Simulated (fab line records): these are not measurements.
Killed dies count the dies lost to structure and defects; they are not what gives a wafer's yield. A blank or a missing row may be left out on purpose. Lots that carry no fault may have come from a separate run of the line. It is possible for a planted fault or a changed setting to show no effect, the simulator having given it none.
A lot that was struck, set against a sound lot ; flow nand harc ; 15 steps out of a route of 1159
Sound: these wafers, L645.3, L645.5, L645.6. Struck: wafer L659.4. (L659.2, L659.6 of the same lot were not struck and are left out.) The cause comes at the end.
At each step with rows: each side's tool, then ch and its chambers, then its first start. Under that, the readings that differ: sound wafers ; struck wafers ; difference of the means ; sigmas: that difference in standard deviations of wafers without a fault.
alike: a reading whose means differ by less than 2 such deviations, as well as words and numbers matching on both sides. not compared: withheld readings; readings where some wafer has no value; bounds like >300 that might hide an equal value; numbers whose values overlap and for which the record gives no deviation.
The two part at a step that has a row with sigmas, a row that says differs or no value, or rows on one side only. Numbers that don't overlap but have no deviation are shown without sigmas and don't part them. Lack of a reading on every wafer of one side parts them only where that side has two or more wafers.

first, 7 steps without rows for these wafers: NHARC_P_STI_COAT_41 (time 65 s); NHARC_P_STI_COAT_03 (resist thk 600 nm); NHARC_P_STI_SOFTBAKE_04 (time 70 s); NHARC_P_STI_EBR_05; NHARC_P_STI_EXPOSE_06 (exposes mask P STI, target cd 200 nm); NHARC_P_STI_PEB_07 (peb time 80 s); NHARC_P_STI_DEVELOP_08 (time 50 s).
NHARC_P_STI_CD_MEAS_09 targets a cd of 200 nm.
  sound on cd sem-03 ch 0, day 2 23:13; struck on cd sem-03 ch 0, day 6 10:38
  alike: cd nm
NHARC_P_STI_OVL_MEAS_10:
  sound on overlay-01 at day 2 23:19; struck on overlay-01 at day 6 10:43
  alike: overlay x nm, overlay y nm
NHARC_P_STI_INSPECT_11:
  sound on defect inspect-02 at day 2 23:20; struck on defect inspect-02 at day 6 10:45
  alike: raw defect count
then, 1 step without rows for these wafers: NHARC_P_STI_HARDBAKE_13 (time 65 s).
NHARC_P_STI_DESCUM_14: chemistry O2, time 3 s.
  sound on rie diel-10 ch 1,2,3, day 2 23:29; struck on rie diel-12 ch 2, day 6 10:53
  alike: chamber pressure mTorr, drypump motor current A, oes product au, rf vpp V, showerhead plenum p Torr, throttle valve pct
  not compared: rf hours counter h
NHARC_P_STI_ETCH_42: etches the open film in N2/H2, target depth 80 nm, overetch 24 nm, time 61 s.
  sound on rie diel-10 ch 1,2,3, day 2 23:34; struck on rie diel-12 ch 1, day 6 10:59
reading;sound;struck;difference;sigmas
oes product au (a.u.);0.980 1.002 0.992;0.825;-0.166;-13
  alike: chamber pressure mTorr, drypump motor current A, rf vpp V, showerhead plenum p Torr, throttle valve pct
  not compared: rf hours counter h
NHARC_P_STI_ETCH_31: etches the open film in CF4/CHF3, target depth 108.9 nm, time 54.5 s.
  sound on rie diel-10 ch 0,2,3; struck on rie diel-12 ch 0
  alike: chamber pressure mTorr, drypump motor current A, oes product au, rf vpp V, showerhead plenum p Torr, throttle valve pct
  not compared: rf hours counter h
-- jump in the record: it breaks off in module P_STI and resumes in module END (first step shown: number 1159 of the route), and 17 days separate the struck wafers' starts before and after --
NHARC_END_SORT_01:
  sound on prober-01 ch 0, day 20 08:46; struck on prober-02 ch 0, day 23 12:45
reading;sound;struck;difference;sigmas
killed at periphery;1 4 1;31;+29;+17
killed dies;19 19 17;48;+30;+3
  alike: killed at array, killed at other, killed open, killed short

## WHERE THEY PART
First at NHARC_P_STI_ETCH_42; last, within this record, at NHARC_END_SORT_01.

WHY: the cause the simulator had injected
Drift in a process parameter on rie diel-12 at NHARC_P_STI_ETCH_42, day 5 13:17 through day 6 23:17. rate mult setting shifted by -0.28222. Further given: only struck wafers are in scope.
